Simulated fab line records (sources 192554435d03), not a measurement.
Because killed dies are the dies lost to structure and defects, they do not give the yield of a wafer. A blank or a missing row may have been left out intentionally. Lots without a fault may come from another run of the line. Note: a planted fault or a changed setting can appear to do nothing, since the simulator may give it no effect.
One fault through the eyes of 2 desks    flow n5_finfet    only its own numbers are on each desk; what lay behind them is given at the end

THE METROLOGY DESK
Lot by lot, what the gauges showed, no matter which tool ran the lot: averages of those sampled wafers that carry a number. The brackets show how far a lot's mean lies from the usual mean; more than 4 standard deviations puts the lot out of limits, marked OUT. Shown here are 7 of its 25 readings, the ones lying furthest out on some lot.
Columns: A = COMB_M11 at N5_BEOL_M15_RC_MEAS_101, usual 1.5e-11 S/m; B = COMB_M11_max_site at N5_BEOL_M15_RC_MEAS_101, usual 2.1e-11 S/m; C = COMB_M12_max_site at N5_BEOL_M15_RC_MEAS_101, usual 1e-11 S/m; D = COMB_M5 at N5_BEOL_M15_RC_MEAS_101, usual 3.7e-11 S/m; E = COMB_M6 at N5_BEOL_M15_RC_MEAS_101, usual 2.6e-11 S/m; F = COMB_M8 at N5_BEOL_M15_RC_MEAS_101, usual 2.6e-11 S/m; G = SERP_M5 at N5_BEOL_M15_RC_MEAS_101, usual 38.8 ohm/um
lot   first seen here  A        B        C      D        E        F        G
L128  day 12 14:26     1.6e-11  2.0e-11  9e-12  3.9e-11  2.8e-11  2.5e-11  41.5
L137  day 15 06:19     1.6e-11  2.1e-11  1e-11  3.6e-11  3.3e-11  2.3e-11  41.0
L138  day 15 07:31     1.6e-11  2.3e-11  7e-12  4.3e-11  2.1e-11  3.9e-11  39.5
L143  day 16 18:46     1.3e-11  1.8e-11  8e-12  3.4e-11  2.5e-11  2.6e-11  37.2
L146  day 17 11:17     2.0e-11  3.3e-11  2e-11  3.8e-11  2.7e-11  2.2e-11  37.8
L147  day 17 11:46     1.7e-11  2.4e-11  1e-11  3.8e-11  2.6e-11  3.7e-11  39.4
L148  day 17 12:31     1.8e-11  2.6e-11  1e-11  4.2e-11  2.8e-11  2.5e-11  40.2
L149  day 17 15:46     1.3e-11  1.9e-11  9e-12  5.2e-11  1.6e-11  2.5e-11  38.2
Finding of this desk: none of the 8 lots has anything out of limits.

FOR THE TOOL OWNER'S DESK: rie_metal-03
The tool's own readings at N5_MIM_TOP_ETCH_ETCH_00 (etches TiN in Cl2/BCl3, target depth 38.5 nm): means of the sampled wafers that have a number, for each lot that ran on this tool. The brackets show how far a lot's mean lies from the usual mean; more than 4 standard deviations puts the lot out of limits, marked OUT. Readings shown: 7 out of 8 (the first out of limits, and those lying furthest out on some lot).
Columns: A = bcl3_flow_sccm at N5_MIM_TOP_ETCH_ETCH_00, usual 21.76 sccm; B = bias_w at N5_MIM_TOP_ETCH_ETCH_00, usual 126.0 W; C = drypump_motor_current_A at N5_MIM_TOP_ETCH_ETCH_00, usual 5.9 A; D = he_backside_leak_sccm at N5_MIM_TOP_ETCH_ETCH_00, usual 3.4 sccm; E = mfc_ar_sccm at N5_MIM_TOP_ETCH_ETCH_00, usual 24.99 sccm; F = mfc_cl2_sccm at N5_MIM_TOP_ETCH_ETCH_00, usual 53.25 sccm; G = oes_product_au at N5_MIM_TOP_ETCH_ETCH_00, usual 0.81 a.u.
lot   first seen here  A      B                C    D    E      F      G
L128  day 12 17:07     21.80  125.8            6.1  3.6  25.02  53.34  0.73
L137  day 15 09:44     21.82  126.3            6.1  3.6  25.03  53.18  0.72
L143  day 17 00:06     21.76  147.6 (+65) OUT  6.2  3.6  24.94  53.27  0.67
L146  day 17 16:17     21.77  133.0 (+21) OUT  6.1  3.6  24.98  53.20  0.71
This desk's verdict: out of limits on L143, L146, starting with L143 at day 17 00:06 (bias_w at N5_MIM_TOP_ETCH_ETCH_00). In limits: L128, L137.

ALL TOGETHER
At day 17 00:06, on L143, L146, the tool owner's desk was in a position to raise an alarm.
Nothing out of limits was seen by the metrology desk.
The metrology desk holds a record of L143, L146, inside its limits.
Of the lots named, all ran N5_MIM_TOP_ETCH_ETCH_00 on rie_metal-03.

WHAT WAS PUT IN BY THE SIMULATOR
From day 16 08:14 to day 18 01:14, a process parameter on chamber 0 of rie_metal-03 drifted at N5_MIM_TOP_ETCH_ETCH_00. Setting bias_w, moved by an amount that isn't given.
Lots struck among those shown: L143, L146.
Hours from the fault's start to each desk's first reading out of limits: the tool owner's desk, 16.
